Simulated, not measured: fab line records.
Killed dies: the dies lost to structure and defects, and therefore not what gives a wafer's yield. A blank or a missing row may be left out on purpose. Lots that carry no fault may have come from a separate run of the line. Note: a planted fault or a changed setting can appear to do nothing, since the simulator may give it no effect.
The tool behind it: which one? || flow n5-finfet || 26 wafers from 9 lots sampled at 5 of the route's 1938 steps

## WHAT THE GAUGES READ, wafer by wafer
N5_BEOL_M4_RC_MEAS_101. Usual: DIBL_N 37.5 mV/V, standard deviation 1.9; DIBL_P 37.3 mV/V, standard deviation 2.4; IOFF_N 0.18 nA/um, standard deviation 0.038; IOFF_P 0.23 nA/um, standard deviation 0.045; ION_N 677 uA/um, standard deviation 11; ION_P 464 uA/um, standard deviation 8.1; SS_N 72.0 mV/dec, standard deviation 0.68; SS_P 73.5 mV/dec, standard deviation 0.77; VT_N 249 mV, standard deviation 3.3; VT_P -249 mV, standard deviation 3.6.
{"lot": "L987", "measured": "day 8 00:23", "on": "prober-02", "DIBL_N (mV/V)": "38.1 40.4 37.6", "DIBL_P (mV/V)": "37.5 40.1 36.8", "IOFF_N (nA/um)": "0.18 0.23 0.17", "IOFF_P (nA/um)": "0.20 0.24 0.19", "ION_N (uA/um)": "672 687 665", "ION_P (uA/um)": "449 465 451", "SS_N (mV/dec)": "72.3 73.4 71.6", "SS_P (mV/dec)": "73.7 73.7 73.8", "VT_N (mV)": "250 248 252", "VT_P (mV)": "-251 -249 -254", "flag": ""}
{"lot": "L990", "measured": "day 8 17:16", "on": "prober-01", "DIBL_N (mV/V)": "36.2 34.6 33.8", "DIBL_P (mV/V)": "38.4 33.9 35.0", "IOFF_N (nA/um)": "0.18 0.15 0.13", "IOFF_P (nA/um)": "0.24 0.17 0.18", "ION_N (uA/um)": "671 667 657", "ION_P (uA/um)": "468 461 457", "SS_N (mV/dec)": "72.0 72.0 71.6", "SS_P (mV/dec)": "73.2 72.3 72.8", "VT_N (mV)": "251 252 252", "VT_P (mV)": "-247 -251 -252", "flag": ""}
{"lot": "L992", "measured": "day 9 04:13", "on": "prober-01", "DIBL_N (mV/V)": "38.2 36.4", "DIBL_P (mV/V)": "37.2 35.1", "IOFF_N (nA/um)": "0.18 0.15", "IOFF_P (nA/um)": "0.25 0.22", "ION_N (uA/um)": "685 673", "ION_P (uA/um)": "471 469", "SS_N (mV/dec)": "71.5 71.0", "SS_P (mV/dec)": "73.8 72.5", "VT_N (mV)": "247 248", "VT_P (mV)": "-247 -250", "flag": ""}
{"lot": "L102", "measured": "day 12 03:10", "on": "prober-01", "DIBL_N (mV/V)": "36.8 37.4 34.9", "DIBL_P (mV/V)": "35.2 34.8 33.6", "IOFF_N (nA/um)": "0.17 0.18 0.14", "IOFF_P (nA/um)": "0.23 0.24 0.19", "ION_N (uA/um)": "682 676 663", "ION_P (uA/um)": "467 470 454", "SS_N (mV/dec)": "71.5 72.2 71.0", "SS_P (mV/dec)": "72.5 73.2 72.4", "VT_N (mV)": "251 251 251", "VT_P (mV)": "-245 -246 -250", "flag": ""}
{"lot": "L101", "measured": "day 12 05:04", "on": "prober-02", "DIBL_N (mV/V)": "36.3 38.0 35.7", "DIBL_P (mV/V)": "36.8 39.5 36.7", "IOFF_N (nA/um)": "0.16 0.21 0.16", "IOFF_P (nA/um)": "0.20 0.23 0.20", "ION_N (uA/um)": "666 692 672", "ION_P (uA/um)": "460 464 459", "SS_N (mV/dec)": "71.8 72.0 71.4", "SS_P (mV/dec)": "73.5 74.0 73.0", "VT_N (mV)": "252 244 249", "VT_P (mV)": "-253 -251 -250", "flag": ""}
{"lot": "L104", "measured": "day 12 11:52", "on": "prober-01", "DIBL_N (mV/V)": "37.7 32.6 38.4", "DIBL_P (mV/V)": "40.0 33.0 40.1", "IOFF_N (nA/um)": "0.19 0.11 0.21", "IOFF_P (nA/um)": "0.29 0.19 0.32", "ION_N (uA/um)": "687 666 680", "ION_P (uA/um)": "478 473 476", "SS_N (mV/dec)": "71.9 70.6 71.7", "SS_P (mV/dec)": "74.0 71.4 73.3", "VT_N (mV)": "248 254 246", "VT_P (mV)": "-243 -249 -243", "flag": ""}
{"lot": "L105", "measured": "day 13 02:58", "on": "prober-02", "DIBL_N (mV/V)": "40.4 34.6 39.7", "DIBL_P (mV/V)": "40.5 33.0 38.5", "IOFF_N (nA/um)": "0.23 0.11 0.23", "IOFF_P (nA/um)": "0.27 0.16 0.24", "ION_N (uA/um)": "687 658 690", "ION_P (uA/um)": "463 459 463", "SS_N (mV/dec)": "72.3 71.4 72.9", "SS_P (mV/dec)": "74.8 72.1 74.0", "VT_N (mV)": "244 257 244", "VT_P (mV)": "-250 -255 -246", "flag": ""}
{"lot": "L106", "measured": "day 12 19:32", "on": "prober-02", "DIBL_N (mV/V)": "36.3 37.6 38.5", "DIBL_P (mV/V)": "36.1 37.0 37.8", "IOFF_N (nA/um)": "0.15 0.17 0.17", "IOFF_P (nA/um)": "0.20 0.21 0.21", "ION_N (uA/um)": "689 677 669", "ION_P (uA/um)": "471 458 457", "SS_N (mV/dec)": "71.4 71.7 72.2", "SS_P (mV/dec)": "72.4 72.8 73.7", "VT_N (mV)": "249 248 253", "VT_P (mV)": "-251 -250 -252", "flag": ""}
{"lot": "L109", "measured": "day 13 12:23", "on": "prober-02", "DIBL_N (mV/V)": "38.9 36.0 34.5", "DIBL_P (mV/V)": "38.9 36.7 36.0", "IOFF_N (nA/um)": "0.22 0.15 0.13", "IOFF_P (nA/um)": "0.25 0.21 0.20", "ION_N (uA/um)": "682 675 664", "ION_P (uA/um)": "458 466 462", "SS_N (mV/dec)": "72.6 71.9 71.6", "SS_P (mV/dec)": "73.9 72.7 73.4", "VT_N (mV)": "248 249 253", "VT_P (mV)": "-249 -248 -250", "flag": ""}

## WHAT TOOL EACH LOT RAN ON (gives the tool, then ch and the chambers of the sampled wafers, and finally the start)
{"lot": "L987", "N5_BEOL_M3_ETCH_63": "rie-diel-02 ch 0,1, day 7 03:14", "N5_BEOL_M3_ETCH_77": "rie-diel-05 ch 1,3, day 7 04:16", "N5_BEOL_M3_ETCH_69": "rie-diel-05 ch 1,3, day 7 04:17", "N5_BEOL_M3_ALD_98": "ald-sin-04 ch 0,1,2, day 7 04:22"}
{"lot": "L990", "N5_BEOL_M3_ETCH_63": "rie-diel-01 ch 1,2, day 7 18:56", "N5_BEOL_M3_ETCH_77": "rie-diel-02 ch 0,1,2, day 7 19:55", "N5_BEOL_M3_ETCH_69": "rie-diel-02 ch 0,1,2, day 7 19:56", "N5_BEOL_M3_ALD_98": "ald-sin-03 ch 0,1,3, day 7 20:01"}
{"lot": "L992", "N5_BEOL_M3_ETCH_63": "rie-diel-02 ch 0,2, day 8 06:01", "N5_BEOL_M3_ETCH_77": "rie-diel-02 ch 0,3, day 8 07:00", "N5_BEOL_M3_ETCH_69": "rie-diel-02 ch 0,3, day 8 07:02", "N5_BEOL_M3_ALD_98": "ald-sin-03 ch 0,1, day 8 07:05"}
{"lot": "L102", "N5_BEOL_M3_ETCH_63": "rie-diel-02 ch 0,1,2, day 10 23:07", "N5_BEOL_M3_ETCH_77": "rie-diel-02 ch 0,2, day 11 00:11", "N5_BEOL_M3_ETCH_69": "rie-diel-02 ch 0,2, day 11 00:12", "N5_BEOL_M3_ALD_98": "ald-sin-01 ch 1,2, day 11 00:23"}
{"lot": "L101", "N5_BEOL_M3_ETCH_63": "rie-diel-02 ch 0,1,3, day 10 23:27", "N5_BEOL_M3_ETCH_77": "rie-diel-02 ch 0,1, day 11 00:27", "N5_BEOL_M3_ETCH_69": "rie-diel-02 ch 0,1, day 11 00:28", "N5_BEOL_M3_ALD_98": "ald-sin-04 ch 1,3, day 11 00:33"}
{"lot": "L104", "N5_BEOL_M3_ETCH_63": "rie-diel-02 ch 2,3, day 11 07:24", "N5_BEOL_M3_ETCH_77": "rie-diel-05 ch 0,1,2, day 11 08:15", "N5_BEOL_M3_ETCH_69": "rie-diel-05 ch 0,1,2, day 11 08:16", "N5_BEOL_M3_ALD_98": "ald-sin-01 ch 0,2,3, day 11 08:22"}
{"lot": "L105", "N5_BEOL_M3_ETCH_63": "rie-diel-01 ch 0,1,2, day 11 21:05", "N5_BEOL_M3_ETCH_77": "rie-diel-02 ch 0,2, day 11 22:20", "N5_BEOL_M3_ETCH_69": "rie-diel-02 ch 0,2, day 11 22:20", "N5_BEOL_M3_ALD_98": "ald-sin-01 ch 1,2,3, day 11 22:26"}
{"lot": "L106", "N5_BEOL_M3_ETCH_63": "rie-diel-01 ch 0,2,3, day 12 04:09", "N5_BEOL_M3_ETCH_77": "rie-diel-01 ch 1,2,3, day 12 05:14", "N5_BEOL_M3_ETCH_69": "rie-diel-01 ch 1,2,3, day 12 05:16", "N5_BEOL_M3_ALD_98": "ald-sin-03 ch 2,3, day 12 05:21"}
{"lot": "L109", "N5_BEOL_M3_ETCH_63": "rie-diel-05 ch 1,2,3, day 12 16:04", "N5_BEOL_M3_ETCH_77": "rie-diel-02 ch 1,3, day 12 17:01", "N5_BEOL_M3_ETCH_69": "rie-diel-02 ch 1,3, day 12 17:01", "N5_BEOL_M3_ALD_98": "ald-sin-03 ch 0,2, day 12 17:31"}
- N5_BEOL_M3_ETCH_63: etches SiARC in CF4, target depth 15.6 nm, time 26 s.
- N5_BEOL_M3_ETCH_77: etches underlayer in N2/H2, target depth 6.5 nm, time 5.2 s.
- N5_BEOL_M3_ETCH_69: etches SiARC in CF4, target depth 15.6 nm, time 26 s.
- N5_BEOL_M3_ALD_98: deposits SiO2, target thk 2.5 nm, pulse time 1 s, co reactant pulse time 1 s.

## AS READ BY THE TOOLS THEMSELVES (means over the sampled wafers that have a number; for cases with no such wafer, the mark the record gives instead)
N5_BEOL_M3_ETCH_63. Usual: drypump-motor-current-A 5.9 A, standard deviation 0.32; etch-rf-on-time-s 25.8 s, standard deviation 0.73; oes-product-au 0.68 a.u., standard deviation 0.081; rf-vpp-V 184.2 V, standard deviation 1.2; showerhead-plenum-p-Torr 2.15 Torr, standard deviation 0.065; throttle-valve-pct 15.60 %, standard deviation 0.24.
{"lot": "L987", "tool": "rie-diel-02", "drypump-motor-current-A (A)": 6.3, "etch-rf-on-time-s (s)": 26.2, "oes-product-au (a.u.)": 0.63, "rf-vpp-V (V)": 183.8, "showerhead-plenum-p-Torr (Torr)": 2.16, "throttle-valve-pct (%)": 15.70, "flag": ""}
{"lot": "L990", "tool": "rie-diel-01", "drypump-motor-current-A (A)": 5.8, "etch-rf-on-time-s (s)": 25.5, "oes-product-au (a.u.)": 0.75, "rf-vpp-V (V)": 184.6, "showerhead-plenum-p-Torr (Torr)": 2.16, "throttle-valve-pct (%)": 15.32, "flag": ""}
{"lot": "L992", "tool": "rie-diel-02", "drypump-motor-current-A (A)": 5.8, "etch-rf-on-time-s (s)": 26.5, "oes-product-au (a.u.)": 0.59, "rf-vpp-V (V)": 183.3, "showerhead-plenum-p-Torr (Torr)": 2.12, "throttle-valve-pct (%)": 15.79, "flag": ""}
{"lot": "L102", "tool": "rie-diel-02", "drypump-motor-current-A (A)": 6.1, "etch-rf-on-time-s (s)": 25.9, "oes-product-au (a.u.)": 0.68, "rf-vpp-V (V)": 185.4, "showerhead-plenum-p-Torr (Torr)": 2.20, "throttle-valve-pct (%)": 15.64, "flag": ""}
{"lot": "L101", "tool": "rie-diel-02", "drypump-motor-current-A (A)": 6.1, "etch-rf-on-time-s (s)": 25.9, "oes-product-au (a.u.)": 0.68, "rf-vpp-V (V)": 185.8, "showerhead-plenum-p-Torr (Torr)": 2.17, "throttle-valve-pct (%)": 15.76, "flag": ""}
{"lot": "L104", "tool": "rie-diel-02", "drypump-motor-current-A (A)": 6.1, "etch-rf-on-time-s (s)": 24.6, "oes-product-au (a.u.)": 0.80, "rf-vpp-V (V)": 186.4, "showerhead-plenum-p-Torr (Torr)": 2.25, "throttle-valve-pct (%)": 15.56, "flag": ""}
{"lot": "L105", "tool": "rie-diel-01", "drypump-motor-current-A (A)": 6.0, "etch-rf-on-time-s (s)": 25.5, "oes-product-au (a.u.)": 0.72, "rf-vpp-V (V)": 184.5, "showerhead-plenum-p-Torr (Torr)": 2.15, "throttle-valve-pct (%)": 15.33, "flag": ""}
{"lot": "L106", "tool": "rie-diel-01", "drypump-motor-current-A (A)": 5.9, "etch-rf-on-time-s (s)": 25.9, "oes-product-au (a.u.)": 0.70, "rf-vpp-V (V)": 183.8, "showerhead-plenum-p-Torr (Torr)": 2.13, "throttle-valve-pct (%)": 15.46, "flag": ""}
{"lot": "L109", "tool": "rie-diel-05", "drypump-motor-current-A (A)": 5.8, "etch-rf-on-time-s (s)": 25.5, "oes-product-au (a.u.)": 0.66, "rf-vpp-V (V)": 183.4, "showerhead-plenum-p-Torr (Torr)": 2.10, "throttle-valve-pct (%)": 15.62, "flag": ""}

N5_BEOL_M3_ETCH_77. Usual: drypump-motor-current-A 5.9 A, standard deviation 0.33; etch-rf-on-time-s 5.18 s, standard deviation 0.16; oes-product-au 0.68 a.u., standard deviation 0.081; rf-vpp-V 524.3 V, standard deviation 2.6; showerhead-plenum-p-Torr 2.57 Torr, standard deviation 0.081; throttle-valve-pct 17.94 %, standard deviation 0.22.
{"lot": "L987", "tool": "rie-diel-05", "drypump-motor-current-A (A)": 5.9, "etch-rf-on-time-s (s)": 5.19, "oes-product-au (a.u.)": 0.65, "rf-vpp-V (V)": 525.9, "showerhead-plenum-p-Torr (Torr)": 2.58, "throttle-valve-pct (%)": 18.03, "flag": ""}
{"lot": "L990", "tool": "rie-diel-02", "drypump-motor-current-A (A)": 6.1, "etch-rf-on-time-s (s)": 5.34, "oes-product-au (a.u.)": 0.60, "rf-vpp-V (V)": 524.1, "showerhead-plenum-p-Torr (Torr)": 2.54, "throttle-valve-pct (%)": 18.14, "flag": ""}
{"lot": "L992", "tool": "rie-diel-02", "drypump-motor-current-A (A)": 5.8, "etch-rf-on-time-s (s)": 5.11, "oes-product-au (a.u.)": 0.74, "rf-vpp-V (V)": 526.1, "showerhead-plenum-p-Torr (Torr)": 2.62, "throttle-valve-pct (%)": 17.91, "flag": ""}
{"lot": "L102", "tool": "rie-diel-02", "drypump-motor-current-A (A)": 5.8, "etch-rf-on-time-s (s)": 5.17, "oes-product-au (a.u.)": 0.66, "rf-vpp-V (V)": 526.1, "showerhead-plenum-p-Torr (Torr)": 2.67, "throttle-valve-pct (%)": 18.04, "flag": ""}
{"lot": "L101", "tool": "rie-diel-02", "drypump-motor-current-A (A)": 5.9, "etch-rf-on-time-s (s)": 5.34, "oes-product-au (a.u.)": 0.60, "rf-vpp-V (V)": 526.5, "showerhead-plenum-p-Torr (Torr)": 2.60, "throttle-valve-pct (%)": 18.05, "flag": ""}
{"lot": "L104", "tool": "rie-diel-05", "drypump-motor-current-A (A)": 5.6, "etch-rf-on-time-s (s)": 5.12, "oes-product-au (a.u.)": 0.67, "rf-vpp-V (V)": 521.2, "showerhead-plenum-p-Torr (Torr)": 2.49, "throttle-valve-pct (%)": 18.08, "flag": ""}
{"lot": "L105", "tool": "rie-diel-02", "drypump-motor-current-A (A)": 5.9, "etch-rf-on-time-s (s)": 5.18, "oes-product-au (a.u.)": 0.72, "rf-vpp-V (V)": 528.2, "showerhead-plenum-p-Torr (Torr)": 2.71, "throttle-valve-pct (%)": 18.02, "flag": ""}
{"lot": "L106", "tool": "rie-diel-01", "drypump-motor-current-A (A)": 5.9, "etch-rf-on-time-s (s)": 5.26, "oes-product-au (a.u.)": 0.66, "rf-vpp-V (V)": 523.0, "showerhead-plenum-p-Torr (Torr)": 2.51, "throttle-valve-pct (%)": 17.78, "flag": ""}
{"lot": "L109", "tool": "rie-diel-02", "drypump-motor-current-A (A)": 6.4, "etch-rf-on-time-s (s)": 5.27, "oes-product-au (a.u.)": 0.66, "rf-vpp-V (V)": 523.9, "showerhead-plenum-p-Torr (Torr)": 2.54, "throttle-valve-pct (%)": 18.01, "flag": ""}

N5_BEOL_M3_ETCH_69. Usual: drypump-motor-current-A 5.9 A, standard deviation 0.33; etch-rf-on-time-s 25.7 s, standard deviation 0.75; oes-product-au 0.68 a.u., standard deviation 0.081; rf-vpp-V 184.4 V, standard deviation 1.1; showerhead-plenum-p-Torr 2.15 Torr, standard deviation 0.065; throttle-valve-pct 15.61 %, standard deviation 0.21.
{"lot": "L987", "tool": "rie-diel-05", "drypump-motor-current-A (A)": 5.9, "etch-rf-on-time-s (s)": 26.0, "oes-product-au (a.u.)": 0.64, "rf-vpp-V (V)": 185.0, "showerhead-plenum-p-Torr (Torr)": 2.15, "throttle-valve-pct (%)": 15.64, "flag": ""}
{"lot": "L990", "tool": "rie-diel-02", "drypump-motor-current-A (A)": 6.1, "etch-rf-on-time-s (s)": 26.5, "oes-product-au (a.u.)": 0.60, "rf-vpp-V (V)": 185.0, "showerhead-plenum-p-Torr (Torr)": 2.12, "throttle-valve-pct (%)": 15.77, "flag": ""}
{"lot": "L992", "tool": "rie-diel-02", "drypump-motor-current-A (A)": 5.8, "etch-rf-on-time-s (s)": 25.2, "oes-product-au (a.u.)": 0.76, "rf-vpp-V (V)": 185.2, "showerhead-plenum-p-Torr (Torr)": 2.21, "throttle-valve-pct (%)": 15.73, "flag": ""}
{"lot": "L102", "tool": "rie-diel-02", "drypump-motor-current-A (A)": 5.8, "etch-rf-on-time-s (s)": 25.5, "oes-product-au (a.u.)": 0.67, "rf-vpp-V (V)": 184.7, "showerhead-plenum-p-Torr (Torr)": 2.23, "throttle-valve-pct (%)": 15.62, "flag": ""}
{"lot": "L101", "tool": "rie-diel-02", "drypump-motor-current-A (A)": 5.9, "etch-rf-on-time-s (s)": 26.5, "oes-product-au (a.u.)": 0.61, "rf-vpp-V (V)": 184.2, "showerhead-plenum-p-Torr (Torr)": 2.17, "throttle-valve-pct (%)": 15.74, "flag": ""}
{"lot": "L104", "tool": "rie-diel-05", "drypump-motor-current-A (A)": 5.6, "etch-rf-on-time-s (s)": 25.5, "oes-product-au (a.u.)": 0.67, "rf-vpp-V (V)": 183.6, "showerhead-plenum-p-Torr (Torr)": 2.08, "throttle-valve-pct (%)": 15.65, "flag": ""}
{"lot": "L105", "tool": "rie-diel-02", "drypump-motor-current-A (A)": 6.0, "etch-rf-on-time-s (s)": 25.1, "oes-product-au (a.u.)": 0.74, "rf-vpp-V (V)": 185.1, "showerhead-plenum-p-Torr (Torr)": 2.25, "throttle-valve-pct (%)": 15.55, "flag": ""}
{"lot": "L106", "tool": "rie-diel-01", "drypump-motor-current-A (A)": 5.9, "etch-rf-on-time-s (s)": 26.2, "oes-product-au (a.u.)": 0.66, "rf-vpp-V (V)": 183.2, "showerhead-plenum-p-Torr (Torr)": 2.11, "throttle-valve-pct (%)": 15.55, "flag": ""}
{"lot": "L109", "tool": "rie-diel-02", "drypump-motor-current-A (A)": 6.4, "etch-rf-on-time-s (s)": 26.0, "oes-product-au (a.u.)": 0.66, "rf-vpp-V (V)": 184.1, "showerhead-plenum-p-Torr (Torr)": 2.14, "throttle-valve-pct (%)": 15.80, "flag": ""}

N5_BEOL_M3_ALD_98. Usual: heater-power-w 78 W, standard deviation 12; precursor-pulse-height-rel 0.999, standard deviation 0.022; susceptor-temp-C 100.01 C, standard deviation 0.12.
{"lot": "L987", "tool": "ald-sin-04", "heater-power-w (W)": 86, "precursor-pulse-height-rel": 0.993, "susceptor-temp-C (C)": 99.97, "flag": ""}
{"lot": "L990", "tool": "ald-sin-03", "heater-power-w (W)": 76, "precursor-pulse-height-rel": 1.002, "susceptor-temp-C (C)": 100.05, "flag": ""}
{"lot": "L992", "tool": "ald-sin-03", "heater-power-w (W)": 74, "precursor-pulse-height-rel": 0.985, "susceptor-temp-C (C)": 99.97, "flag": ""}
{"lot": "L102", "tool": "ald-sin-01", "heater-power-w (W)": 71, "precursor-pulse-height-rel": 0.987, "susceptor-temp-C (C)": 99.95, "flag": ""}
{"lot": "L101", "tool": "ald-sin-04", "heater-power-w (W)": 67, "precursor-pulse-height-rel": 0.991, "susceptor-temp-C (C)": 99.13, "flag": "OFF"}
{"lot": "L104", "tool": "ald-sin-01", "heater-power-w (W)": 77, "precursor-pulse-height-rel": 0.994, "susceptor-temp-C (C)": 100.12, "flag": ""}
{"lot": "L105", "tool": "ald-sin-01", "heater-power-w (W)": 78, "precursor-pulse-height-rel": 0.985, "susceptor-temp-C (C)": 100.05, "flag": ""}
{"lot": "L106", "tool": "ald-sin-03", "heater-power-w (W)": 79, "precursor-pulse-height-rel": 1.008, "susceptor-temp-C (C)": 100.13, "flag": ""}
{"lot": "L109", "tool": "ald-sin-03", "heater-power-w (W)": 67, "precursor-pulse-height-rel": 0.993, "susceptor-temp-C (C)": 100.11, "flag": ""}

## THE ANSWER, worked out from the rows above alone
Rule: take the mean of a lot's wafers that have a number; if it is more than 3 standard deviations from the usual mean, the lot is off. A lot without any number at a reading at which 4 lots or more have one is off too. Any other lot the step has rows for is counted as sound. Order of review: gauges by route order, followed by the tools' own readings, for which a lot's mean as printed above is used. The first step at which some lot is off is used, and at that step the reading that is off furthest; a lot without a number counts as furthest.
Off at N5_BEOL_M3_ALD_98 (susceptor-temp-C): L101.
If a tool, at that step or one of the process steps before it, ran each lot that is off and ran no sound lot following the first of them, it fits. One fits: ald-sin-04 at N5_BEOL_M3_ALD_98. Its last sound lot is L987 (day 7 04:22), its first lot that is off L101 (day 11 00:33): a fault that began between those two fits.
On the lots that are off, the tool's own readings at N5_BEOL_M3_ALD_98 differ by more than 5 times the standard deviation of the sound lots' means, which bears it out; susceptor-temp-C reads 99.13 C there versus 100.04 C on the sound lots.

## WHAT THE SIMULATOR PUT IN
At N5_BEOL_M3_ALD_98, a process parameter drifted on ald-sin-04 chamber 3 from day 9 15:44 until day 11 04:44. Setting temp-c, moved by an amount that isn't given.
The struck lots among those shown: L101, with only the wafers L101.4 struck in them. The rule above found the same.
